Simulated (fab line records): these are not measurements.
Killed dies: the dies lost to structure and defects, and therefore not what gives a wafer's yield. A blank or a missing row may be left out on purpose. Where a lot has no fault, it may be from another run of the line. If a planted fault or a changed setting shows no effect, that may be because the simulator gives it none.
fab line records	flow nand-harc
record: lots: 7	wafers: 20	last-day: 25
route steps=1159 shown P_ZERO_WELL@7 END@1159
lots that met no fault: from a run of the same line without faults
start-h: the number of hours between the record's first day and the start of the first shown wafer of the lot	wait-h: hours from the lot's prior step to this one	" identical to the entry in the row above	L1.1+2: a single row standing in for several wafers	- no value present, or no start provided	* or withheld: withheld	< > ~ a bound
route shown NAME@n: a module of which the file shows steps, and the number in the route of the first	usual: mean/standard deviation taken from wafers without a fault	same: alike in all rows	chamber/n: place in a boat	sites: readings site by site	_std_site: the standard deviation of these	_edge_site: inner sites' mean taken away from outer sites' mean	radius-mm: for every site, how far away it sits from the centre of the wafer	mask NAME#n: copy n	behind: the last tool/chamber to shape the wafer	hold: why the lot was held/for how many hours/how that ended	device: transistor that didn't switch, given as n, p or np	end of line: the route-end tests of the same wafers	a step given without rows: its recipe and nothing more	killed: the dies lost at the first sort to structure and to defects; this is not the yield of the wafer	map: dies across one wafer; x = killed, . = not, _ = none there
set.NAME: the setting that was run; set.NAME@STEP: the one run at that earlier step	model.NAME: the simulator's own value behind a step, which no gauge read
lots at selected steps of the route; one table per step, one row per wafer
services: from which hour (start-h, from the record's first day; less than 0 if before it) a tool's chamber was out of use, for how many hours, and why
== steps ==
step: NHARC_P_ZERO_WELL_COAT_64
recipe: temp-c: 200	time-s: 65
step: NHARC_P_ZERO_WELL_COAT_05
recipe: spin-rpm: 2000	resist-thk-nm: 600
step: NHARC_P_ZERO_WELL_SOFTBAKE_06
recipe: temp-c: 125	time-s: 70
step: NHARC_P_ZERO_WELL_EBR_07
step: NHARC_P_ZERO_WELL_EXPOSE_08
recipe: na: 0.55	target-cd-nm: 500	dose-mj: 33.8	mask-id: P_ZERO
step: NHARC_P_ZERO_WELL_PEB_09
recipe: peb-temp-c: 128	peb-time-s: 80
step: NHARC_P_ZERO_WELL_DEVELOP_10
recipe: time-s: 50	dev-temp-c: 22
step: NHARC_P_ZERO_WELL_CD_MEAS_11
recipe: target-cd-nm: 500	landing-energy-ev: 500
usual: cd-nm: 499.5/2.5
lot.wafer	tool	chamber	start-h	wait-h	cd-nm
L522.1	cd-sem-03	0	37.38	-	496.6
L522.3	"	0	"	"	501.0
L522.6	"	0	"	"	499.5
L525.2	cd-sem-03	0	55.23	-	497.6
L525.4	"	0	"	"	500.4
L525.5	"	0	"	"	503.2
L526.2	cd-sem-03	0	61.46	-	501.0
L526.4	"	0	"	"	502.0
L526.5	"	0	"	"	497.5
L530.1	cd-sem-02	0	85.35	-	499.6
L530.2	"	0	"	"	497.2
L531.1	cd-sem-03	0	91.24	-	500.4
L531.2	"	0	"	"	498.6
L531.4	"	0	"	"	498.9
L540.1	cd-sem-01	0	145.12	-	507.9
L540.5	"	0	"	"	501.4
L540.6	"	0	"	"	504.1
L541.1	cd-sem-03	0	151.24	-	502.9
L541.4	"	0	"	"	501.7
L541.5	"	0	"	"	500.0
step: NHARC_P_ZERO_WELL_HARDBAKE_12
recipe: temp-c: 118	time-s: 65
step: NHARC_P_ZERO_WELL_DESCUM_13
recipe: time-s: 3	o2-flow-sccm: 200	ar-flow-sccm: 0	bias-power-w: 0	chemistry: O2
usual: drypump-motor-current-A: 5.7/0.41	oes-product-au: 0.996/0.012	rf-vpp-V: 57.7/0.81	showerhead-plenum-p-Torr: 1.90/0.069	throttle-valve-pct: 11.312/0.0084
lot.wafer	tool	chamber	start-h	wait-h	drypump-motor-current-A	oes-product-au	rf-hours-counter-h	rf-vpp-V	showerhead-plenum-p-Torr	throttle-valve-pct
L522.1	rie-diel-05	1	37.55	-	5.7	0.998	2	56.0	1.80	11.303
L522.3	"	2	"	"	5.5	0.982	3	58.0	2.02	11.311
L522.6	"	0	"	"	5.2	0.994	-	58.1	1.98	11.333
L525.2	rie-diel-11	1	55.55	-	5.7	0.986	3	57.9	1.86	11.302
L525.4	"	1	"	"	5.8	1.000	-	57.4	1.86	11.300
L525.5	"	3	"	"	6.4	1.009	-	55.9	1.86	11.318
L526.4	rie-diel-07	2	61.62	-	6.1	0.994	0	57.6	1.97	11.304
L526.2	"	3	"	"	6.3	1.010	0	57.7	1.90	11.319
L526.5	"	3	"	"	6.3	1.014	-	58.6	1.90	11.317
L530.1	rie-diel-05	0	85.53	-	5.2	0.994	6	56.9	1.97	11.321
L530.2	"	1	"	"	5.7	0.996	6	57.6	1.80	11.322
L531.4	rie-diel-07	0	91.41	-	5.6	0.989	3	57.3	1.93	11.312
L531.2	"	1	"	"	5.4	0.987	3	58.1	1.85	11.303
L531.1	"	2	"	"	6.1	0.972	2	58.2	1.97	11.304
L540.1	rie-diel-07	1	145.28	-	5.3	1.012	6	56.9	1.85	11.311
L540.6	"	1	"	"	5.3	1.011	-	57.2	1.85	11.308
L540.5	"	2	"	"	6.1	0.997	-	58.5	1.97	11.312
L541.1	rie-diel-05	1	151.40	-	5.7	1.005	12	58.1	1.80	11.315
L541.4	"	3	"	"	6.2	0.985	13	56.2	1.82	11.318
L541.5	"	1	"	"	5.6	1.001	-	57.5	1.80	11.294
step: NHARC_P_ZERO_WELL_ETCH_65
recipe: target-depth-a: 800	overetch-a: 240	time-s: 87.88	ion-energy-ev: 200	n2-flow-sccm: 150	h2-flow-sccm: 150	ar-flow-sccm: 0	rf-w: 400	bias-w: 150	chemistry: N2/H2
usual: drypump-motor-current-A: 5.7/0.41	h2-flow-sccm: 149.9/0.47	oes-product-au: 0.997/0.013	rf-vpp-V: 430.2/2.2	showerhead-plenum-p-Torr: 2.03/0.075	throttle-valve-pct: 14.171/0.01
lot.wafer	tool	chamber	start-h	wait-h	drypump-motor-current-A	h2-flow-sccm	oes-product-au	rf-hours-counter-h	rf-vpp-V	showerhead-plenum-p-Torr	throttle-valve-pct
L522.3	rie-diel-05	2	37.63	0.1	5.5	149.9	0.981	3	434.2	2.15	14.169
L522.1	"	1	"	"	5.7	149.0	0.995	2	427.4	1.92	14.165
L522.6	"	2	"	"	5.5	149.8	0.989	-	435.0	2.15	14.172
L525.2	rie-diel-11	3	55.65	0.1	6.4	149.7	1.019	3	429.4	1.98	14.187
L525.4	"	1	"	"	5.7	149.3	0.997	-	428.0	1.98	14.154
L525.5	"	3	"	"	6.5	149.4	1.019	-	429.5	1.98	14.166
L526.2	rie-diel-07	0	61.71	0.1	5.6	150.3	1.004	0	431.1	2.06	14.169
L526.4	"	1	"	"	5.3	150.1	0.989	0	429.9	1.97	14.159
L526.5	"	1	"	"	5.4	150.0	0.991	-	428.2	1.97	14.175
L530.1	rie-diel-05	1	85.59	0.1	5.6	150.7	1.016	6	428.0	1.92	14.154
L530.2	"	2	"	"	5.5	149.5	0.989	7	434.0	2.15	14.200
L531.4	rie-diel-07	2	91.48	0.1	6.1	150.3	0.998	2	430.0	2.10	14.174
L531.1	"	3	"	"	6.3	151.0	1.018	3	430.4	2.02	14.170
L531.2	"	1	"	"	5.4	149.6	0.998	3	429.6	1.97	14.172
L540.1	rie-diel-07	3	145.37	0.1	6.4	150.8	1.012	6	430.4	2.02	14.174
L540.6	"	1	"	"	5.3	150.1	1.010	-	429.0	1.97	14.156
L540.5	"	2	"	"	6.1	149.8	0.996	-	432.9	2.10	14.179
L541.1	rie-diel-05	3	151.50	0.1	6.2	150.9	0.984	13	428.2	1.94	14.164
L541.4	"	0	"	"	5.2	149.2	0.981	12	433.7	2.10	14.167
L541.5	"	2	"	"	5.5	149.7	0.983	-	434.3	2.15	14.173
step: NHARC_P_ZERO_WELL_ETCH_62
recipe: target-depth-a: 130	time-s: 6.5	chf3-flow-sccm: 50	ar-flow-sccm: 200	rf-w: 500	bias-w: 200	chemistry: CHF3/Ar
usual: drypump-motor-current-A: 5.7/0.4	oes-product-au: 0.959/0.017	rf-vpp-V: 370.3/1.9	showerhead-plenum-p-Torr: 2.33/0.08	throttle-valve-pct: 20.216/0.0089
lot.wafer	tool	chamber	start-h	wait-h	drypump-motor-current-A	oes-product-au	rf-hours-counter-h	rf-vpp-V	showerhead-plenum-p-Torr	throttle-valve-pct
L522.3	rie-diel-05	0	-	-	5.2	0.956	3	372.9	2.42	20.218
L522.1	"	1	"	"	5.7	0.954	2	367.5	2.21	20.220
L522.6	"	0	"	"	5.3	0.955	-	371.6	2.42	20.215
L525.2	rie-diel-11	3	-	-	6.4	0.970	3	369.4	2.28	20.213
L525.5	"	0	"	"	5.7	0.951	-	371.5	2.38	20.210
L525.4	"	3	"	"	6.4	0.966	-	369.3	2.28	20.225
L526.4	rie-diel-07	1	-	-	5.3	0.969	0	370.2	2.27	20.221
L526.2	"	2	"	"	6.1	0.968	0	371.1	2.41	20.216
L526.5	"	0	"	"	5.5	0.973	-	371.7	2.36	20.217
L530.1	rie-diel-05	3	-	-	6.1	0.961	7	369.7	2.24	20.214
L530.2	"	1	"	"	5.7	0.984	6	367.3	2.21	20.212
L531.4	rie-diel-07	1	-	-	5.3	0.970	3	370.1	2.27	20.238
L531.1	"	2	"	"	6.1	0.959	2	370.0	2.41	20.223
L531.2	"	3	"	"	6.4	0.967	3	368.2	2.33	20.213
L540.1	rie-diel-07	0	-	-	5.6	0.968	6	370.4	2.36	20.220
L540.5	"	0	"	"	5.6	0.961	-	371.2	2.36	20.223
L540.6	"	1	"	"	5.3	0.971	-	368.9	2.27	20.213
L541.1	rie-diel-05	1	-	-	5.7	0.972	12	366.2	2.21	20.216
L541.4	"	2	"	"	5.5	0.950	13	373.7	2.46	20.219
L541.5	"	1	"	"	5.7	0.976	-	366.8	2.21	20.210
step: NHARC_P_ZERO_WELL_ETCH_63
recipe: target-depth-a: 1200	time-s: 40.1	hbr-flow-sccm: 150	cl2-flow-sccm: 50	rf-w: 400	icp-w: 400	bias-w: 100	chemistry: HBr/Cl2
usual: drypump-motor-current-A: 5.5/0.63	oes-product-au: 0.993/0.012	throttle-valve-pct: 26.407/0.0093
lot.wafer	tool	chamber	start-h	wait-h	drypump-motor-current-A	oes-product-au	rf-hours-counter-h	throttle-valve-pct
L522.1	rie-si-01	3	37.81	-	5.2	0.986	0.7	26.404
L522.3	"	2	"	"	6.4	1.001	0.8	26.425
L522.6	"	0	"	"	5.0	0.984	-	26.407
L525.4	rie-si-02	2	55.83	-	5.0	1.009	0.1	26.406
L525.2	"	0	"	"	5.6	0.991	0.1	26.409
L525.5	"	2	"	"	5.0	1.015	-	26.403
L526.4	rie-si-02	0	61.88	-	5.6	0.984	0.1	26.406
L526.2	"	1	"	"	4.7	0.883	0.1	26.408
L526.5	"	1	"	"	4.6	0.981	-	26.423
L530.1	rie-si-02	1	85.77	-	4.6	0.887	0.4	26.402
L530.2	"	2	"	"	5.0	0.902	0.4	26.401
L531.2	rie-si-02	1	91.67	-	4.7	0.896	0.4	26.392
L531.1	"	2	"	"	5.0	0.898	0.5	26.391
L531.4	"	3	"	"	6.6	0.983	0.4	26.401
L540.1	rie-si-01	3	145.56	-	5.2	1.015	0.1	26.411
L540.6	"	1	"	"	5.1	1.013	-	26.409
L540.5	"	2	"	"	6.4	0.996	-	26.402
L541.4	rie-si-05	1	151.66	-	5.5	1.023	0.7	26.421
L541.1	"	2	"	"	5.5	0.989	0.8	26.412
L541.5	"	2	"	"	5.5	0.997	-	26.412
step: NHARC_P_ZERO_WELL_STRIP_15
recipe: time-s: 900	temp-c: 130	chemistry: SPM
step: NHARC_END_SORT_01
recipe: temp-c: 25
usual: killed-at-array: 27/10	killed-at-other: 0.6/0.96	killed-at-periphery: 3.4/2.7	killed-dies: 31/10	killed-open: 2.9/1.8	killed-short: 1.8/1.4
same: gross-dies: 677
lot.wafer	tool	chamber	start-h	wait-h	killed-at-array	killed-at-other	killed-at-periphery	killed-dies	killed-open	killed-short
L522.1	prober-02	0	464.88	2.5	33	2	1	36	5	1
L522.3	prober-02	0	466.48	3.1	24	1	3	28	5	1
L522.6	prober-02	0	468.88	4.0	21	1	2	24	3	1
L526.5	prober-01	0	496.02	3.7	20	0	11	31	5	4
L525.2	prober-01	0	502.06	2.8	31	0	6	37	4	3
L525.4	prober-01	0	503.64	3.4	31	0	1	32	3	1
L525.5	prober-01	0	504.43	3.7	30	3	3	36	6	3
L530.1	prober-01	0	509.55	2.5	21	3	2	26	3	2
L530.2	prober-01	0	510.36	2.8	13	4	3	20	3	2
L531.1	prober-01	0	517.38	2.5	21	2	3	26	2	2
L531.2	prober-01	0	518.18	2.8	18	0	2	20	1	1
L531.4	prober-01	0	519.80	3.4	7	1	2	10	2	0
L540.1	prober-02	0	579.13	2.5	35	0	5	40	3	4
L540.5	prober-02	0	582.28	3.6	16	0	3	19	1	0
L540.6	prober-02	0	583.07	3.9	30	0	6	36	2	3
killed by level:class
L522.1 A_CHANNEL_HOLE_D1:chamber-film-flake=16 A_CONTACT:chamber-film-flake=7 A_STAIRCASE:chamber-film-flake=6 A_CHANNEL_FILL_D1:geometric-particle:open=2 P_CONTACT:geometric-particle:open=1 A_CHANNEL_FILL_D1:geometric-particle:short=1 A_CONTACT:geometric-particle:open=1 STARTING-WAFER:geometric-particle:open=1
L522.3 A_CHANNEL_HOLE_D1:chamber-film-flake=11 A_CONTACT:chamber-film-flake=6 P_GATE:geometric-particle:open=2 A_STAIRCASE:chamber-film-flake=2 A_CHANNEL_FILL_D1:geometric-particle:open=1 A_CHANNEL_FILL_D1:geometric-particle:short=1 A_WL_FILL:geometric-particle:open=1 A_M1:geometric-particle:open=1
L522.6 A_CHANNEL_HOLE_D1:chamber-film-flake=12 A_STAIRCASE:chamber-film-flake=4 A_CONTACT:chamber-film-flake=3 P_CONTACT:geometric-particle:open=1 P_M1:geometric-particle:open=1 A_CHANNEL_FILL_D1:geometric-particle:short=1 A_M0:geometric-particle:open=1 THIN_TSV:chamber-film-flake=1
L526.5 P_ZERO_WELL:chamber-film-flake=4 P_M1:chamber-film-flake=4 A_CHANNEL_HOLE_D1:chamber-film-flake=4 A_STAIRCASE:chamber-film-flake=3 A_CHANNEL_FILL_D1:geometric-particle:open=2 P_GATE:chamber-film-flake=2 A_WL_FILL:chamber-film-flake=2 P_CONTACT:geometric-particle:open=1
L525.2 A_CHANNEL_HOLE_D1:chamber-film-flake=12 A_SLIT:chamber-film-flake=7 A_STAIRCASE:chamber-film-flake=6 A_WL_FILL:geometric-particle:short=3 A_WL_FILL:geometric-particle:open=2 P_ZERO_WELL:chamber-film-flake=2 P_GATE:chamber-film-flake=2 P_STI:geometric-particle:open=1
L525.4 A_SLIT:chamber-film-flake=15 A_STAIRCASE:chamber-film-flake=6 A_CHANNEL_HOLE_D1:chamber-film-flake=5 A_ONON_D1:geometric-particle:open=2 A_CONTACT:chamber-film-flake=2 P_CONTACT:geometric-particle:open=1 A_CHANNEL_HOLE_D1:geometric-particle:short=1
L525.5 A_CHANNEL_HOLE_D1:chamber-film-flake=9 A_SLIT:chamber-film-flake=7 A_STAIRCASE:chamber-film-flake=4 A_BLC:geometric-particle:open=2 P_GATE:chamber-film-flake=2 STARTING-WAFER:geometric-particle:open=2 P_CONTACT:geometric-particle:open=1 A_CHANNEL_FILL_D1:geometric-particle:short=1
L530.1 A_CHANNEL_HOLE_D1:chamber-film-flake=7 A_ZERO_WELL:chamber-film-flake=4 A_STAIRCASE:chamber-film-flake=3 THIN_TSV:chamber-film-flake=3 A_WL_FILL:chamber-film-flake=2 A_ONON_D1:geometric-particle:short=1 A_CHANNEL_FILL_D1:geometric-particle:open=1 A_WL_FILL:geometric-particle:open=1
L530.2 A_CONTACT:chamber-film-flake=3 THIN_TSV:chamber-film-flake=3 A_CONTACT:geometric-particle:open=2 A_CHANNEL_HOLE_D1:chamber-film-flake=2 A_STAIRCASE:chamber-film-flake=2 P_CONTACT:geometric-particle:open=1 A_WL_FILL:geometric-particle:short=1 A_CONTACT:geometric-particle:short=1
L531.1 A_CONTACT:chamber-film-flake=10 A_CHANNEL_HOLE_D1:chamber-film-flake=7 A_SLIT:chamber-film-flake=2 P_GATE:geometric-particle:short=1 P_M1:geometric-particle:open=1 A_SOURCE_PLATE:geometric-particle:short=1 STARTING-WAFER:geometric-particle:open=1 P_M0:chamber-film-flake=1
L531.2 A_CONTACT:chamber-film-flake=10 A_CHANNEL_HOLE_D1:chamber-film-flake=4 P_M2:geometric-particle:open=1 A_ONON_D1:geometric-particle:short=1 P_STI:chamber-film-flake=1 A_ZERO_WELL:chamber-film-flake=1 A_STAIRCASE:chamber-film-flake=1 A_SLIT:chamber-film-flake=1
L531.4 A_CONTACT:chamber-film-flake=5 A_CHANNEL_HOLE_D1:chamber-film-flake=2 P_GATE:geometric-particle:open=1 P_BONDPAD:geometric-particle:open=1 THIN_TSV:chamber-film-flake=1
L540.1 A_CHANNEL_HOLE_D1:chamber-film-flake=25 A_CONTACT:chamber-film-flake=4 A_CHANNEL_FILL_D1:geometric-particle:short=2 A_CONTACT:geometric-particle:short=2 P_ZERO_WELL:chamber-film-flake=2 P_CONTACT:geometric-particle:open=1 A_WL_FILL:geometric-particle:open=1 A_BLC:geometric-particle:open=1
L540.5 A_CHANNEL_HOLE_D1:chamber-film-flake=13 A_M0:geometric-particle:open=1 P_ZERO_WELL:chamber-film-flake=1 P_M0:chamber-film-flake=1 P_BONDPAD:chamber-film-flake=1 A_CONTACT:chamber-film-flake=1 A_BONDPAD:chamber-film-flake=1
L540.6 A_CHANNEL_HOLE_D1:chamber-film-flake=20 A_CONTACT:chamber-film-flake=7 P_CONTACT:geometric-particle:short=2 P_M2:geometric-particle:short=1 A_CONTACT:geometric-particle:open=1 A_M0:geometric-particle:open=1 P_ZERO_WELL:chamber-film-flake=1 P_GATE:chamber-film-flake=1
== services ==
tool	chamber	start-h	hours	kind
rie-diel-07	3	21.92	12.8	repair
rie-diel-11	0	25.24	2.7	repair
rie-diel-07	0	30.20	-	clean
rie-diel-07	1	30.20	-	clean
rie-diel-07	2	30.20	-	clean
rie-diel-11	1	31.59	4.1	repair
rie-si-02	-	34.00	9.0	pm
rie-si-02	3	45.95	1.4	repair
rie-diel-11	2	47.52	15.4	repair
rie-diel-07	-	51.23	9.0	pm
rie-diel-07	0	51.23	9.0	vent-cycle
rie-diel-07	1	51.23	9.0	vent-cycle
rie-diel-07	2	51.23	9.0	vent-cycle
rie-diel-07	3	51.23	9.0	vent-cycle
rie-diel-07	0	60.23	-	clean
rie-diel-07	1	60.23	-	clean
rie-si-05	-	62.00	9.0	pm
rie-si-05	1	80.66	9.5	repair
rie-diel-11	1	102.64	6.7	repair
rie-diel-07	1	110.15	7.5	repair
rie-diel-07	0	110.69	5.3	repair
rie-si-01	-	123.44	0.8	repair
rie-diel-07	2	126.34	4.1	repair
rie-si-01	-	127.00	9.0	pm
== key ==
first-sign: step: NHARC_P_ZERO_WELL_ETCH_63	reading: oes-product-au	direction: down	sigmas: 8.5	usual: 0.993	struck: 0.893
effect none on later readings
met-at NHARC_P_ZERO_WELL_ETCH_63
struck-wafers L526.2,L530.1,L530.2,L531.1,L531.2
tester-left-out L526,L530,L531
onset-between 55.83 61.88
fault: kind: process-parameter-drift	tool: rie-si-02	chamber: -	onset-h: 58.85	steps: NHARC_P_ZERO_WELL_ETCH_63	channel: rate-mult	offset: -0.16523	shape: step	end-h: 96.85	scope: struck-wafers-only
tester-left-out: of these lots the tester's yield and bins aren't shown, on N5 and GAA mostly nor the transistor test; their killed dies are dies lost to structure and defects alone, not to doping, threshold or leakage, so they don't give the yield
